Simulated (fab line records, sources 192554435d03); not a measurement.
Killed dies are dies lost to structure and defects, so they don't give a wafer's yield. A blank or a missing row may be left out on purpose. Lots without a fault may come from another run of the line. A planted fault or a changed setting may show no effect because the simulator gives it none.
Chamber matching | flow n5_finfet | N5_BEOL_M4_CO_CAP_55 on cvd_co-01: 3 sister chambers
The step material Co, precursor CCTBA/H2, target thk 2 nm, time 102.1 s. 3 wafers are shown with their chamber, then 12 later ones without.

WAFERS WITH THEIR CHAMBER
wafer  | chamber | heater_power_w (W)
L075.4 | 2       | 223
L093.1 | 0       | 233
L093.5 | 1       | 243

WAFERS WITHOUT THEIR CHAMBER
wafer  | heater_power_w (W)
L094.1 | 229
L094.3 | 241
L094.4 | 232
L095.3 | 230
L095.4 | 244
L095.6 | 245
L096.2 | 231
L096.4 | 235
L096.6 | 238
L097.3 | 246
L097.5 | 236
L097.6 | 241

WHICH CHAMBER EACH WENT THROUGH
wafer  | from the rows above     | in truth
L094.1 | can't be placed: 0 or 2 | 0
L094.3 | 1                       | 1
L094.4 | 0                       | 0
L095.3 | can't be placed: 0 or 2 | 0
L095.4 | 1                       | 1
L095.6 | 1                       | 1
L096.2 | 0                       | 0
L096.4 | 0                       | 0
L096.6 | can't be placed: 0 or 1 | 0
L097.3 | 1                       | 1
L097.5 | can't be placed: 0 or 1 | 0
L097.6 | 1                       | 1
Placed correctly: 8 of 12. Can't be placed from these rows: 4 (the true chamber is among the candidates in 4). Placed wrongly: 0.
How it was worked out, from the rows above alone: a wafer's distance from a chamber is the root of the sum, over the readings, of the square of ((its reading less the chamber's mean) divided by the reading's scatter). The wafer belongs to the nearest chamber; if the next one is less than 2 further off, it can't be placed. A chamber's mean is the mean of its shown wafers. The scatter: with one shown wafer a chamber, the root of the mean of the squares of how far each hidden wafer lies from its nearest shown one.
